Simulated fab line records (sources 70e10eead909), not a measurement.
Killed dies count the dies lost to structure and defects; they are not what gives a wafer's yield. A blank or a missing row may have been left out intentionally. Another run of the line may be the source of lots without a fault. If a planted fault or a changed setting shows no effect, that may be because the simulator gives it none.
A lot that was struck, set against a sound lot / flow nand_harc / 42 out of 1302 route steps
Sound: these wafers, L128.1, L128.2, L128.3. Struck: wafers L144.4, L144.6. (L144.5 of the same lot was not struck and is left out.) The cause comes at the end.
At each step with rows: each side's tool, then ch and its chambers, then its first start. Under that, the readings that differ: sound wafers / struck wafers / difference of the means / sigmas: that difference in standard deviations of wafers without a fault.
alike: readings whose means differ by less than 2 such deviations, and words and numbers that are the same on both sides. not compared: withheld readings, readings that some wafer has no value for, bounds like >300 that may hide the same value, and numbers for which the record gives no deviation and whose values overlap.
A row with sigmas, a row that says differs or no value, or rows on one side alone: a step with any of these is where the two part. Numbers that don't overlap but have no deviation are shown without sigmas and don't part them. A reading that every wafer of one side lacks parts them only if that side has two wafers or more.

first, 8 steps without rows for these wafers: NHARC_A_M1_STRIP_19 (strips in post etch residue remover, time 600 s); NHARC_A_M1_DEGAS_29 (time 60 s); NHARC_A_M1_PRE_CLEAN_30 (time 30 s); NHARC_A_M1_PVD_20 (deposits TaN, target thk 5 nm, time 8.06 s); NHARC_A_M1_PVD_21 (deposits Cu, target thk 30 nm, time 20.49 s); NHARC_A_M1_ECD_22 (material Cu, target thk 400 nm); NHARC_A_M1_ANNEAL_31 (time 90 s); NHARC_A_M1_CMP_23 (polishes, t overpolish 20 s, target thk 154.34 nm).
NHARC_A_M1_THK_MEAS_24: measures by xrf.
  struck on film_metro-02, day 29 04:32; sound on film_metro-01, day 22 21:52
  alike: thk_nm
next, for these wafers, 1 step has no rows: NHARC_A_M1_SRD_25.
NHARC_A_M1_INSPECT_27:
  struck on defect_inspect-02, day 29 04:41; sound on defect_inspect-01, day 22 22:02
  alike: raw_defect_count
NHARC_A_M1_PRE_CLEAN_32: time 12 s.
  sound on pecvd-03 ch 0,1,2, day 22 22:06; struck on pecvd-02 ch 1, day 29 04:49
  alike: heater_power_w
NHARC_A_M1_DEP_33: deposits SiCN, target thk 30 nm.
  sound on pecvd-03 ch 0,1,2, day 22 22:10; struck on pecvd-02 ch 1, day 29 05:04
reading=showerhead_vpp_V (V); sound=1354 1337 1296; struck=1228 1228; difference=-101; sigmas=-2
  alike: heater_power_w
NHARC_A_BONDPAD_DEP_00: deposits SiCN, target thk 250 nm.
  sound on pecvd-02 ch 0,1,2, day 22 22:43; struck on pecvd-03 ch 1,2, day 29 05:41
  alike: heater_power_w, showerhead_vpp_V
then, 1 step without rows for these wafers: NHARC_A_BONDPAD_CMP_29 (polishes SiCN, target thk 200 nm).
NHARC_A_BONDPAD_THK_MEAS_30: measures by ellipsometry.
  struck on film_metro-01, day 29 06:13; sound on film_metro-02, day 22 23:23
reading=thk_nm (nm); sound=198.6 198.4 198.6; struck=203.9 200.4; difference=+3.6; sigmas=+2
then, 10 steps without rows for these wafers: NHARC_A_BONDPAD_SRD_31; NHARC_A_BONDPAD_DEHYDRATE_01 (time 120 s); NHARC_A_BONDPAD_HMDS_02 (time 30 s); NHARC_A_BONDPAD_COAT_33 (time 65 s); NHARC_A_BONDPAD_COAT_03 (resist thk 600 nm); NHARC_A_BONDPAD_SOFTBAKE_04 (time 70 s); NHARC_A_BONDPAD_EBR_05; NHARC_A_BONDPAD_EXPOSE_06 (exposes mask A BPAD); NHARC_A_BONDPAD_PEB_07 (peb time 80 s); NHARC_A_BONDPAD_DEVELOP_08 (time 50 s).
NHARC_A_BONDPAD_CD_MEAS_09: target cd 500 nm.
  sound on cd_sem-01 ch 0, day 22 23:49; struck on cd_sem-03 ch 0, day 29 06:40
  alike: cd_nm
NHARC_A_BONDPAD_OVL_MEAS_35:
  struck on overlay-02, day 29 06:44; sound on overlay-02, day 22 23:55
reading=overlay_x_nm (nm); sound=-1 0 -1; struck=13 14; difference=+14; sigmas=+3
  alike: overlay_y_nm
then, 2 steps without rows for these wafers: NHARC_A_BONDPAD_HARDBAKE_10 (time 65 s); NHARC_A_BONDPAD_DESCUM_11 (chemistry O2, time 3 s).
NHARC_A_BONDPAD_ETCH_34: etches the open film in N2/H2, target depth 60 nm, overetch 18 nm, time 65.91 s.
  sound on rie_diel-03 ch 0,1,2, day 23 00:07; struck on rie_diel-05 ch 2,3, day 29 06:58
  alike: drypump_motor_current_A, oes_product_au, rf_vpp_V, showerhead_plenum_p_Torr, throttle_valve_pct
  not compared: rf_hours_counter_h
NHARC_A_BONDPAD_ETCH_12: etches the open film in CHF3/O2, target depth 220 nm, time 110 s.
  sound: rie_diel-03 ch 0,1,3; struck: rie_diel-05 ch 0
  alike: drypump_motor_current_A, oes_product_au, rf_vpp_V, showerhead_plenum_p_Torr, throttle_valve_pct
  not compared: rf_hours_counter_h
NHARC_A_BONDPAD_CD_MEAS_13:
  struck on cd_sem-01, day 29 07:11; sound on cd_sem-03, day 23 00:21
  alike: cd_nm
then, 6 steps without rows for these wafers: NHARC_A_BONDPAD_STRIP_15 (strips in O2); NHARC_A_BONDPAD_ETCH_24 (etches the open film in CF4/N2, target depth 30 nm, time 72.99 s); NHARC_A_BONDPAD_STRIP_16 (strips in post etch residue remover, time 600 s); NHARC_A_BONDPAD_DEGAS_25 (time 60 s); NHARC_A_BONDPAD_PRE_CLEAN_26 (time 30 s); NHARC_A_BONDPAD_PVD_17 (deposits TaN, target thk 5 nm, time 8.06 s).
NHARC_A_BONDPAD_PVD_27: deposits Cu, target thk 30 nm, time 20.49 s.
  sound on pvd_sputter-01; struck on pvd_sputter-03
  alike: substrate_temp_c, throttle_valve_pct
then, 1 step without rows for these wafers: NHARC_A_BONDPAD_ECD_18 (material Cu, target thk 400 nm).
NHARC_END_SORT_01:
  only the struck wafers appear in the record here, on prober-02 ch 0 at day 30 20:41; the sound ones have no rows

== WHERE THEY PART ==
First at NHARC_A_M1_DEP_33; last, within this record, at NHARC_END_SORT_01.

WHY: what the simulator had put in
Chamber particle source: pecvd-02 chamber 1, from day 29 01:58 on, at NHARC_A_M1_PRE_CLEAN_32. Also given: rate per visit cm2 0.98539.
